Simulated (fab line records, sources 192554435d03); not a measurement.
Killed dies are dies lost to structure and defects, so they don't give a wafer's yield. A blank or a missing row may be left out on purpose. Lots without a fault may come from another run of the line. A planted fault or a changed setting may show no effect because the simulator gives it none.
fab line records | flow n5_finfet
record lots=10 wafers=27 last_day=18
route steps=1938 shown DUMMY_GATE@257 SD_EPI_N@274 BEOL_M4@1111 PASSIVATION@1936
lots that met no fault: from a run of the same line without faults
start_h: hours from the record's first day to the start of the lot's first wafer shown | wait_h: hours since the lot's step before | " the same as in the row above | L1.1+2: a row that stands for several wafers | - no value, or no start given | * or withheld: withheld | < > ~ a bound
route shown NAME@n: a module of which the file shows steps, and the number in the route of the first | usual: mean/standard deviation of fault-free wafers | same: alike in all rows | chamber/n: place in a boat | sites: the reading at each site | _std_site: their standard deviation | _edge_site: outer sites' mean less inner sites' | radius_mm: how far each site lies from the wafer's centre | mask NAME#n: copy n | behind: the tool/chamber that last shaped the wafer | hold: why the lot was held/for how many hours/how that ended | device: the transistor (n, p or np) that didn't switch | end of line: the same wafers' tests at the end of the route | a step without rows: its recipe alone | killed: dies lost to structure and defects at the first sort, not the wafer's yield | map: a wafer's dies, x killed, . not, _ none there
set.NAME: the setting as run; set.NAME@STEP: as run at that earlier step | model.NAME: the simulator's own value behind a step, which no gauge read
steps of the route over a sample of lots; a table a step, a row a wafer
services: from which hour (start_h, from the record's first day; less than 0 if before it) a tool's chamber was out of use, for how many hours, and why
## steps
# step N5_DUMMY_GATE_INSPECT_27
# recipe inspect_instrument=brightfield mode=aei
# usual raw_defect_count=301/59
# columns lot.wafer tool chamber start_h wait_h raw_defect_count
L668.1 defect_inspect-02 - 51.97 0.0 247
L668.5 " - " " 293
L668.6 " - " " 257
L669.2 defect_inspect-01 - 58.06 0.0 278
L669.5 " - " " 327
L669.6 " - " " 329
L670.4 defect_inspect-01 - 67.61 0.0 225
L670.5 " - " " 252
L670.6 " - " " 289
L671.1 defect_inspect-02 - 71.70 0.0 265
L671.3 " - " " 303
L671.6 " - " " 253
L672.4 defect_inspect-01 - 75.45 0.0 420
L672.5 " - " " 368
L672.6 " - " " 373
L673.1 defect_inspect-01 - 78.43 0.0 291
L673.3 " - " " 222
L673.4 " - " " 263
L678.1 defect_inspect-01 - 109.91 0.0 342
L678.4 " - " " 336
L688.2 defect_inspect-01 - 168.71 0.0 233
L688.5 " - " " 293
L689.1 defect_inspect-02 - 175.47 0.0 251
L689.4 " - " " 246
L690.1 defect_inspect-01 - 179.21 0.0 365
L690.3 " - " " 254
L690.5 " - " " 265
# step N5_SD_EPI_N_ETCH_34
# recipe chemistry=CF4 target=SiARC target_depth_a=455 mask_material=CAR-ArF-block time_s=75.8 ion_energy_ev=80 pressure_mtorr=40 source_w=545 bias_w=36 Ar_flow_sccm=100 cf4_flow_sccm=100 ends=cleared
# usual drypump_motor_current_A=5.6/0.53 etch_rf_on_time_s=77.0/2.6 oes_product_au=0.67/0.07 rf_vpp_V=184.2/1 showerhead_plenum_p_Torr=2.15/0.048 throttle_valve_pct=15.53/0.29
# columns lot.wafer tool chamber start_h wait_h drypump_motor_current_A etch_rf_on_time_s oes_product_au rf_hours_counter_h rf_vpp_V showerhead_plenum_p_Torr throttle_valve_pct
L668.1 rie_diel-02 2 53.09 0.0 5.1 72.0 0.66 151 186.3 2.22 15.63
L668.5 " 0 " " 6.1 77.6 0.62 - 185.1 2.21 15.91
L668.6 " 3 " " 5.3 76.3 0.60 - 184.7 2.21 16.00
L669.2 rie_diel-05 3 59.06 0.0 5.6 75.9 0.62 196 184.4 2.21 15.65
L669.5 " 1 " " 4.9 82.7 0.60 - 183.9 2.16 15.45
L669.6 " 2 " " 5.9 78.6 0.77 - 183.9 2.11 15.33
L670.4 rie_diel-06 0 68.84 0.0 5.3 77.7 0.66 - 186.2 2.23 15.77
L670.5 " 1 " " 6.4 74.6 0.74 - 186.0 2.16 14.94
L670.6 " 2 " " 5.4 79.2 0.59 - 185.4 2.17 15.71
L671.1 rie_diel-05 1 74.06 0.0 4.9 81.9 0.60 150 184.2 2.15 15.45
L671.3 " 2 " " 5.9 77.6 0.77 21 184.2 2.11 15.34
L671.6 " 3 " " 5.6 75.8 0.62 - 184.4 2.21 15.66
L672.4 rie_diel-05 2 76.71 0.0 5.9 77.4 0.77 22 183.1 2.11 15.33
L672.5 " 1 " " 4.9 82.3 0.60 - 184.4 2.15 15.45
L672.6 " 0 " " 6.3 76.2 0.70 - 182.7 2.08 15.47
L673.1 rie_diel-05 0 79.68 0.0 6.3 75.9 0.71 86 184.7 2.08 15.49
L673.3 " 1 " " 4.9 82.8 0.60 152 184.2 2.15 15.45
L673.4 " 3 " " 5.6 75.7 0.62 204 184.9 2.21 15.67
L678.1 rie_diel-05 0 110.92 0.0 6.3 75.9 0.69 95 183.0 2.08 15.50
L678.4 " 1 " " 4.9 83.3 0.59 162 184.7 2.15 15.46
L688.2 rie_diel-06 0 169.71 0.0 5.3 76.6 0.64 176 185.0 2.22 15.84
L688.5 " 1 " " 6.4 74.7 0.71 - 183.7 2.15 15.03
L689.1 rie_diel-06 3 176.61 0.0 4.8 78.4 0.75 32 182.7 2.10 15.09
L689.4 " 3 " " 4.8 79.1 0.74 - 183.7 2.10 15.10
L690.1 rie_diel-02 2 181.29 0.0 5.1 73.4 0.61 196 184.4 2.20 15.76
L690.3 " 1 " " 5.8 75.2 0.66 136 183.0 2.14 15.78
L690.5 " 1 " " 5.8 75.2 0.65 - 184.0 2.14 15.79
# step N5_SD_EPI_N_ETCHBACK_44
# recipe chemistry=CH3F/O2 mode=anisotropic_etchback target=SiNx target_depth_a=145 stop_on=SiO2 over_etch_frac=0.3 ion_energy_ev=120 pressure_mtorr=30 source_w=395 bias_w=73 Ar_flow_sccm=150 CH3F_flow_sccm=30 O2_flow_sccm=20
# usual drypump_motor_current_A=5.6/0.53 oes_product_au=0.67/0.068 rf_vpp_V=293/7.8 showerhead_plenum_p_Torr=2.02/0.048 throttle_valve_pct=16.29/0.28
# columns lot.wafer tool chamber start_h wait_h drypump_motor_current_A oes_product_au rf_hours_counter_h rf_vpp_V showerhead_plenum_p_Torr throttle_valve_pct
L668.1 rie_diel-02 2 53.47 0.0 5.1 0.64 151 294 2.09 16.43
L668.5 " 0 " " 6.2 0.63 - 306 2.08 16.72
L668.6 " 3 " " 5.3 0.60 - 284 2.06 16.67
L669.2 rie_diel-05 3 59.44 0.0 5.6 0.62 196 301 2.06 16.32
L669.5 " 1 " " 4.9 0.63 - 292 2.03 16.23
L669.6 " 2 " " 5.9 0.80 - 282 1.97 16.06
L670.4 rie_diel-06 0 69.24 0.1 5.3 0.66 - 288 2.09 16.52
L670.5 " 1 " " 6.4 0.75 - 298 2.04 15.81
L670.6 " 2 " " 5.4 0.61 - 303 2.04 16.46
L671.1 rie_diel-05 1 74.44 0.0 4.9 0.63 150 292 2.03 16.25
L671.3 " 2 " " 5.9 0.78 21 280 1.97 16.07
L671.6 " 3 " " 5.6 0.62 - 299 2.06 16.33
L672.4 rie_diel-05 2 77.09 0.0 5.9 0.78 23 281 1.97 16.07
L672.5 " 1 " " 4.9 0.63 - 290 2.03 16.24
L672.6 " 0 " " 6.3 0.70 - 284 1.94 16.25
L673.1 rie_diel-05 0 80.06 0.0 6.3 0.70 86 287 1.94 16.23
L673.3 " 1 " " 4.9 0.63 153 291 2.02 16.24
L673.4 " 3 " " 5.6 0.62 204 300 2.06 16.33
L678.1 rie_diel-05 0 111.30 0.0 6.3 0.70 96 287 1.94 16.27
L678.4 " 1 " " 4.9 0.62 162 291 2.02 16.26
L688.2 rie_diel-06 0 170.09 0.0 5.3 0.64 176 286 2.08 16.60
L688.5 " 1 " " 6.4 0.71 - 297 2.03 15.87
L689.1 rie_diel-06 3 177.18 0.0 4.8 0.76 33 302 1.95 15.79
L689.4 " 3 " " 4.8 0.76 - 301 1.95 15.77
L690.1 rie_diel-02 2 181.67 0.0 5.1 0.61 197 293 2.07 16.50
L690.3 " 1 " " 5.7 0.65 137 298 2.01 16.63
L690.5 " 1 " " 5.7 0.66 - 297 2.01 16.63
# step N5_SD_EPI_N_ETCH_45
# recipe chemistry=CH3F/O2 target=SiOCN target_depth_a=60 mask_material=SOC ion_energy_ev=60 bias_w=29 pressure_mtorr=15 source_w=410 Ar_flow_sccm=150 CH3F_flow_sccm=30 O2_flow_sccm=20
# usual drypump_motor_current_A=5.6/0.53 oes_product_au=0.78/0.083 rf_vpp_V=127.5/1 showerhead_plenum_p_Torr=2.01/0.048 throttle_valve_pct=23.23/0.26
# columns lot.wafer tool chamber start_h wait_h drypump_motor_current_A oes_product_au rf_hours_counter_h rf_vpp_V showerhead_plenum_p_Torr throttle_valve_pct
L668.1 rie_diel-02 2 53.57 0.1 5.1 0.74 151 127.3 2.08 23.44
L668.5 " 0 " " 6.2 0.73 - 129.3 2.08 23.70
L668.6 " 3 " " 5.3 0.69 - 129.4 2.05 23.48
L669.2 rie_diel-05 3 59.54 0.1 5.6 0.71 196 128.4 2.05 23.25
L669.5 " 1 " " 4.9 0.71 - 127.6 2.02 23.12
L669.6 " 2 " " 5.9 0.90 - 127.0 1.96 23.10
L670.4 rie_diel-06 0 69.34 0.1 5.3 0.76 - 130.2 2.09 23.50
L670.5 " 1 " " 6.4 0.89 - 127.9 2.03 22.85
L670.6 " 2 " " 5.4 0.69 - 127.2 2.03 23.19
L671.1 rie_diel-05 1 74.54 0.1 4.9 0.72 150 128.3 2.02 23.14
L671.3 " 2 " " 5.9 0.89 21 125.5 1.96 23.10
L671.6 " 3 " " 5.6 0.72 - 127.5 2.05 23.25
L672.4 rie_diel-05 2 77.19 0.1 5.9 0.90 23 126.4 1.96 23.12
L672.5 " 1 " " 4.9 0.71 - 127.4 2.02 23.13
L672.6 " 0 " " 6.3 0.83 - 125.7 1.94 23.16
L673.1 rie_diel-05 0 80.16 0.1 6.3 0.82 86 126.3 1.94 23.18
L673.3 " 1 " " 4.9 0.71 153 126.6 2.02 23.13
L673.4 " 3 " " 5.6 0.71 204 126.9 2.05 23.26
L678.1 rie_diel-05 0 111.40 0.1 6.3 1.10 96 127.2 1.93 23.20
L678.4 " 1 " " 4.9 0.96 162 127.7 2.02 23.17
L688.2 rie_diel-06 0 170.19 0.1 5.3 0.74 176 127.8 2.07 23.54
L688.5 " 1 " " 6.4 0.83 - 128.3 2.02 22.89
L689.1 rie_diel-06 3 177.33 0.1 4.8 0.89 33 126.8 1.95 22.75
L689.4 " 3 " " 4.8 0.88 - 128.3 1.95 22.75
L690.1 rie_diel-02 2 181.77 0.1 5.1 0.70 197 127.5 2.07 23.51
L690.3 " 1 " " 5.8 0.76 137 125.5 2.01 23.61
L690.5 " 1 " " 5.7 0.76 - 127.7 2.01 23.61
# step N5_BEOL_M4_RC_MEAS_101
# usual DIBL_N=36.5/2.2 DIBL_P=36.9/2.9 IOFF_N=0.17/0.044 IOFF_P=0.22/0.052 ION_N=671/16 ION_P=461/10 SS_N=71.6/0.73 SS_P=73.5/0.79 VT_N=250/4.1 VT_P=-250/4.1
# columns lot.wafer tool chamber start_h wait_h DIBL_N[mV/V] DIBL_P[mV/V] IOFF_N[nA/um] IOFF_P[nA/um] ION_N[uA/um] ION_P[uA/um] SS_N[mV/dec] SS_P[mV/dec] VT_N[mV] VT_P[mV]
L668.1 prober-01 0 178.63 0.0 34.2 34.7 0.12 0.16 667 455 70.9 72.1 253 -255
L668.5 " 0 " " 35.1 37.1 0.13 0.19 674 463 71.0 72.9 252 -254
L668.6 " 0 " " 32.4 30.0 0.09 0.10 647 440 70.4 71.1 260 -262
L669.2 prober-02 0 196.53 0.2 35.9 36.2 0.15 0.21 666 459 70.7 73.0 249 -249
L669.5 " 0 " " 36.7 36.3 0.15 0.20 656 453 71.3 73.7 250 -252
L669.6 " 0 " " 35.2 36.0 0.14 0.21 664 461 71.9 73.2 253 -248
L670.4 prober-01 0 203.46 0.5 34.2 34.5 0.11 0.18 655 451 71.1 72.1 258 -254
L670.5 " 0 " " 37.0 38.1 0.16 0.22 655 448 72.2 73.3 250 -252
L670.6 " 0 " " 35.7 37.1 0.13 0.21 668 463 71.2 72.9 252 -251
L671.1 prober-01 0 207.00 0.0 37.2 35.2 0.16 0.19 653 439 72.2 72.8 253 -253
L671.3 " 0 " " 35.6 36.2 0.14 0.22 658 462 71.2 72.7 254 -250
L671.6 " 0 " " 36.1 35.9 0.15 0.22 670 457 71.4 73.2 253 -251
L673.1 prober-02 0 207.74 0.0 36.2 37.7 0.19 0.27 680 476 71.6 73.3 245 -245
L673.3 " 0 " " 35.3 36.1 0.17 0.24 671 462 70.7 73.0 249 -247
L673.4 " 0 " " 36.0 37.1 0.16 0.24 668 467 71.7 74.0 251 -249
L672.4 prober-02 0 209.55 0.5 35.4 33.8 0.14 0.16 645 443 71.9 72.2 251 -253
L672.5 " 0 " " 36.6 36.8 0.15 0.21 653 449 72.1 73.5 252 -249
L672.6 " 0 " " 31.5 31.6 0.09 0.14 640 446 70.9 71.8 257 -253
L678.1 prober-02 0 252.78 0.0 37.0 37.6 0.19 0.21 676 452 71.7 73.4 246 -252
L678.4 " 0 " " 37.4 38.7 0.18 0.23 681 466 71.3 74.4 245 -249
L688.2 prober-02 0 315.73 0.2 35.1 34.2 0.16 0.24 682 478 71.1 72.9 251 -243
L688.5 " 0 " " 40.6 41.2 0.31 0.38 707 487 72.5 74.8 241 -238
L690.1 prober-01 0 317.82 0.0 35.3 35.5 0.14 0.18 666 461 70.9 73.1 250 -252
L690.3 " 0 " " 38.1 38.7 0.18 0.23 674 463 71.7 74.3 247 -249
L690.5 " 0 " " 37.8 39.4 0.17 0.25 668 461 71.4 74.4 248 -252
L689.1 prober-02 0 318.22 0.0 38.1 37.4 0.16 0.24 648 447 71.6 74.0 252 -250
L689.4 " 0 " " 36.0 34.1 0.12 0.16 654 448 71.5 72.8 256 -254
# step N5_PASSIVATION_PROBE_49
# usual defect_limited_yield=91.3/1.4 killed_at_M0_to_M3=36/10 killed_at_M4_up=13/5.4 killed_at_contacts=12/5.3 killed_at_front_end=39/10 killed_at_other=3.2/2.7 killed_dies=103/16 killed_open=68/13 killed_short=33/6.6 sort_bin_5_function=5.1/0.92 sort_bin_6_memory=3.3/0.68 sort_bin_8_speed=0.1/0.41 sort_n_pass=1077/17 sort_yield_pct=91.2/1.4
# same gross_dies=1180 killed_at_back_side=0 sort_bin_4_leakage[%]=0
# columns lot.wafer tool chamber start_h wait_h defect_limited_yield[%] killed_at_M0_to_M3 killed_at_M4_up killed_at_contacts killed_at_front_end killed_at_other killed_dies killed_open killed_short sort_bin_5_function[%] sort_bin_6_memory[%] sort_bin_8_speed[%] sort_n_pass sort_yield_pct[%]
L689.1 prober-01 - 430.72 0.0 92.5 36 6 5 37 4 88 52 36 4.1 2.9 0 1092 92.5
L689.4 prober-01 - 430.87 0.2 93.7 17 10 7 37 3 74 49 25 4.2 1.9 0.1 1105 93.6
# killed by level:class
L689.1 BEOL_M0_SAQP:geometric_particle:short=13 FIN_SAQP:geometric_particle:open=11 BEOL_M0_SAQP:geometric_particle:open=10 ILD0:geometric_particle:short=7 BEOL_M1:geometric_particle:open=7 FIN_SAQP:geometric_particle:short=4 DUMMY_GATE:geometric_particle:open=4 ILD0:geometric_particle:open=4
L689.4 FIN_SAQP:geometric_particle:open=8 ILD0:geometric_particle:open=6 STARTING-WAFER:geometric_particle:open=6 BEOL_M0_SAQP:geometric_particle:short=5 MOL_CONTACT_COAG:geometric_particle:open=5 BEOL_M2:geometric_particle:open=5 ILD0:geometric_particle:short=4 STI_FIN_REVEAL:geometric_particle:open=3
## services
# columns tool chamber start_h hours kind
rie_diel-05 3 39.99 7.1 repair
rie_diel-02 3 42.32 4.4 repair
rie_diel-06 - 46.53 2.8 pm
rie_diel-06 3 61.57 - clean
rie_diel-06 3 61.57 - consumable_replace:focus_ring
rie_diel-06 3 61.57 14.3 scheduled_down
rie_diel-06 3 61.57 14.3 vent_cycle
rie_diel-06 3 89.22 5.0 repair
rie_diel-05 1 121.32 1.8 repair
rie_diel-06 2 144.60 - clean
rie_diel-06 2 144.60 - consumable_replace:focus_ring
rie_diel-06 2 144.60 14.3 scheduled_down
rie_diel-06 2 144.60 14.3 vent_cycle
rie_diel-06 1 173.12 2.4 repair
rie_diel-06 0 174.16 8.3 repair
rie_diel-02 3 177.94 - clean
rie_diel-02 3 177.94 - consumable_replace:focus_ring
rie_diel-02 3 177.94 17.6 scheduled_down
rie_diel-02 3 177.94 17.6 vent_cycle
## key
first_sign step=N5_SD_EPI_N_ETCH_45 reading=oes_product_au direction=up sigmas=3 usual=0.78 struck=1.03
effect none on later readings
met_at N5_SD_EPI_N_ETCH_45
struck_lots L678
struck_wafers L678.1,L678.4
not_acting_at N5_DUMMY_GATE_INSPECT_27,N5_SD_EPI_N_ETCH_34,N5_SD_EPI_N_ETCHBACK_44
onset_between 80.16 111.40
fault kind=process_parameter_drift tool=rie_diel-05 chamber=- onset_h=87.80 steps=N5_SD_EPI_N_ETCH_45 channel=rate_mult offset=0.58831 shape=step end_h=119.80 scope=struck_wafers_only
